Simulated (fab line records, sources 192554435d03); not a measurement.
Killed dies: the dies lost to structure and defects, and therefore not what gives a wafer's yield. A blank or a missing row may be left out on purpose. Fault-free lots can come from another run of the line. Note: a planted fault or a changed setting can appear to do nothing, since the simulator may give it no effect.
Problem report, 8D (eight disciplines) form, completed by code + flow n5Finfet + the parts of the form that need people (team, actions taken, sign-off) are left out

## 1. THE ISSUE
barrierFieldEndpointS at N5_BEOL_M7_CMP_52 reads a mean of 33.9 s on 9 wafers of 3 lots; wafers without a fault read 28.8 s with a standard deviation of 0.73. Relative to the usual mean, that is a shift of +6.9 standard deviations.
The step: polishes, stops on SiCOH lowk, t overpolish 6.9 s, target thk 80 nm.
The first sign was on wafer L382.4 at day 11 07:26, on cmp-04. The record has a number at this step for 15 wafers belonging to 5 lots. Rule for "out", or "out of limits": more than 4 standard deviations from the usual mean. All remaining wafers that have a number are taken as sound.

## 2. WHAT IT IS, WHAT IT ISN'T
| question                    | is                                     | is not                                                                    |
|-----------------------------|----------------------------------------|---------------------------------------------------------------------------|
| which readings at this step | barrierFieldEndpointS, timeToEndpointS | motorCurrentA, overpolishRunS, retainingRingPressureFrac, slurryFlowMlMin |
| which lots                  | L382, L384, L387                       | L393, L396                                                                |
| which wafers of those lots  | all that have a number                 | -                                                                         |
| read on which tools         | cmp-01, cmp-04                         | -                                                                         |
| when                        | from day 11 07:26                      | up to then (0 sound wafers); but 6 sound wafers of L393, L396 came after  |

## 3. WHAT RULES OUT EACH SUSPECT
Counting: a tool stays on the suspect list if, at a process step up to the reading, it processed all lots that are out and no sound lot following the first of them.
- rtpAnneal-01 at N5_BEOL_M7_ANNEAL_51 (time 90 s): ruled out as a lasting fault. The sound lots L393 went through it after L382, its earliest lot that is out (day 11 07:07).
Left after counting: nothing in the record.

## 4. THE CAUSE (what the simulator had put in)
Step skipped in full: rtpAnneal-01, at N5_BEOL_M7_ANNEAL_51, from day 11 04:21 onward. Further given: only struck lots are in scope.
The count ruled it out by mistake, since the rule takes a fault to strike every lot its tool runs from the start of the fault on, and this one did not do so.

## 5. SEQUENCE OF EFFECTS, ordered by route
Each row: a reading where the mean over the struck wafers with a number is more than 3 standard deviations away from the usual. Readings are gone through only where the record gives a usual standard deviation; hours: the median, over the lots, of the time from a lot's start at the first step in this table giving one to that lot's start at this step; sigmas: the change measured in usual standard deviations.
| hours | step                    | reading               | usual  | on struck wafers | change | sigmas |
|-------|-------------------------|-----------------------|--------|------------------|--------|--------|
| 0     | N5_BEOL_M7_CMP_52       | barrierFieldEndpointS | 28.8 s | 33.9             | +5.1   | +6.9   |
| 0     | N5_BEOL_M7_CMP_52       | timeToEndpointS       | 63 s   | 81               | +18    | +6.0   |
| 91    | N5_PASSIVATION_PROBE_49 | defectLimitedYield    | 91.3 % | 66.8             | -24.5  | -16    |
| 91    | N5_PASSIVATION_PROBE_49 | killed_at_M4_up       | 14     | 307              | +293   | +57    |
| 91    | N5_PASSIVATION_PROBE_49 | killedDies            | 103    | 393              | +290   | +16    |
| 91    | N5_PASSIVATION_PROBE_49 | killedOnRim           | 14     | 60               | +46    | +10    |
| 91    | N5_PASSIVATION_PROBE_49 | sortNPass             | 1077   | 787              | -290   | -16    |
| 91    | N5_PASSIVATION_PROBE_49 | sortYieldPct          | 91.3 % | 66.8             | -24.5  | -16    |
It contains these process steps:
- N5_BEOL_M7_CMP_52: polishes, stops on SiCOH lowk, t overpolish 6.9 s, target thk 80 nm.
- N5_PASSIVATION_PROBE_49
Readings that are blank on the struck wafers while sound wafers have them: annealTempC at N5_BEOL_M7_ANNEAL_51; annealTempCMax at N5_BEOL_M7_ANNEAL_51; wafer_temp_C_max at N5_BEOL_M7_ANNEAL_51.

## 6. WHAT WOULD HAVE CAUGHT IT SOONER
3 hours passed between the start of the fault at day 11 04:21 and the first reading out of limits in this record, taken at day 11 07:26.
At N5_BEOL_M7_ANNEAL_51 the tool's readings are blank on the struck wafers, where sound wafers have them: an empty tool record is the first sign, and it was there at once.
